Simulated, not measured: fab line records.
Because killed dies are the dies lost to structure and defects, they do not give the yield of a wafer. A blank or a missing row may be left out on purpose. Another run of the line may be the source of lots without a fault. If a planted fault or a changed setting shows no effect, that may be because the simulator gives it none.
Code-filled problem report in 8D (eight disciplines) form    flow n5Finfet    the parts of the form that need people (team, actions taken, sign-off) are left out

1. PROBLEM STATEMENT
A mean of 10.1 s is read at N5_GATE_CUT_CMP_02 for timeToEndpointS, taken on 1 wafer of 1 lot, against 25.1 s (standard deviation 2.5) on wafers free of any fault. Relative to the usual mean, that is a shift of -6.0 standard deviations.
The step: polishes, stops on SiO2, t overpolish 12.7 s, target thk 0 nm.
Seen first at day 7 02:19 on cmp-01, wafer L185.6. Wafers with a number at this step in the record: 25, from 9 lots. By rule, "out" or "out of limits" means more than 4 standard deviations away from the usual mean. The other wafers with a number count as sound.

2. WHAT IT IS, WHAT IT ISN'T
question                     is                is not
which readings at this step  timeToEndpointS   motorCurrentA, platenRpm
which lots                   L185              L175, L178, L179, L184, L192, L195, L196, L198
which wafers of those lots   L185.6            L185.1
read on which tools          cmp-01            cmp-02, cmp-03
when                         from day 7 02:19  up to then (12 sound wafers); but 12 sound wafers of L192, L195, L196, L198 came after

3. THE SUSPECTS, EACH WITH WHAT RULES IT OUT
Counting: if a tool at a process step up to the reading ran every lot that is out, it stays a suspect. Sound lots after the first of them don't rule it out here, since some wafers of a struck lot are sound.
- plasmaAsher-02 at N5_HKMG_FIN_STRIP_69 (strips in N2/H2, time 360 s): kept. It processed L185, the lot that is out, at day 6 20:45, and its most recent sound lot before then was L184 at day 6 15:31.
- cmp-02 at N5_HKMG_FIN_CMP_23 (polishes, stops on SiNx, t overpolish 10 s, target thk 46.326 nm): kept. It processed L185, the lot that is out, at day 6 21:54, and its most recent sound lot before then was L179 at day 5 07:29.
- rieMetal-02 at N5_GATE_CUT_ETCHBACK_30 (etches TiN in Cl2/Ar, target depth 3 nm): kept. It processed L185, the lot that is out, at day 6 22:37, and its most recent sound lot before then was L184 at day 6 17:17.
- pecvd-03 at N5_GATE_CUT_PECVD_57 (deposits SiNx from SiH4/NH3/N2, target thk 21 nm): kept. It processed L185, the lot that is out, at day 7 02:10, and its most recent sound lot before then was L179 at day 5 11:02.
- cmp-01 at N5_GATE_CUT_CMP_02 (polishes, stops on SiO2, t overpolish 12.7 s, target thk 0 nm): kept. It processed L185, the lot that is out, at day 7 02:19, and its most recent sound lot before then was L178 at day 5 05:56. Out on those wafers are its own readings of timeToEndpointS.
- The sound lot-mates ran in chamber 1 of plasmaAsher-02 at N5_HKMG_FIN_STRIP_69, but the wafers that are out ran in chamber 0.
- The sound lot-mates ran in chamber 1 of cmp-02 at N5_HKMG_FIN_CMP_23, but the wafers that are out ran in chamber 2.
- The sound lot-mates ran in chamber 0 of cmp-01 at N5_GATE_CUT_CMP_02, but the wafers that are out ran in chamber 3.
Left after counting: plasmaAsher-02 at N5_HKMG_FIN_STRIP_69, cmp-02 at N5_HKMG_FIN_CMP_23, rieMetal-02 at N5_GATE_CUT_ETCHBACK_30, pecvd-03 at N5_GATE_CUT_PECVD_57, cmp-01 at N5_GATE_CUT_CMP_02.

4. THE CAUSE (what the simulator had put in)
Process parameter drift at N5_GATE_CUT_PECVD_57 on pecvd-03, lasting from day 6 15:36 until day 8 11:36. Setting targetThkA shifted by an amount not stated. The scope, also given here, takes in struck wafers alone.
Counting left 5 suspects, and this tool is among them.

5. THE CHAIN OF EFFECTS, in route order
Rows list readings where the struck wafers' mean (over those with a number) sits beyond 3 standard deviations from the usual. Only readings for which the record gives a usual standard deviation are gone through. hours: the time from each lot's start at the first step in this table that gives one to its start at this step, as a median over the lots. sigmas: the change in usual standard deviations.
hours  step                reading          usual   on struck wafers  change  sigmas
0      N5_GATE_CUT_CMP_02  timeToEndpointS  25.1 s  10.1              -15.0   -6.0
Its process steps:
- N5_GATE_CUT_CMP_02: polishes, stops on SiO2, t overpolish 12.7 s, target thk 0 nm.
Later measuring or inspecting steps at which every struck wafer that the step has a row for has a number for every such reading, and none has moved that far: N5_BEOL_M4_RC_MEAS_101.

6. HOW IT WOULD HAVE BEEN CAUGHT EARLIER
The fault began at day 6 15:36; the first out-of-limits reading in this record came at day 7 02:19, 11 hours later.
An alarm limit of 4 standard deviations would not have fired on the tool readings at N5_GATE_CUT_PECVD_57 for which the record gives a usual standard deviation, since none of them was out on any struck wafer.
By day 7 02:19, every lot that is out (1) had started N5_GATE_CUT_PECVD_57 on pecvd-03. Had the tool been put on hold then, not one of them would have been saved.
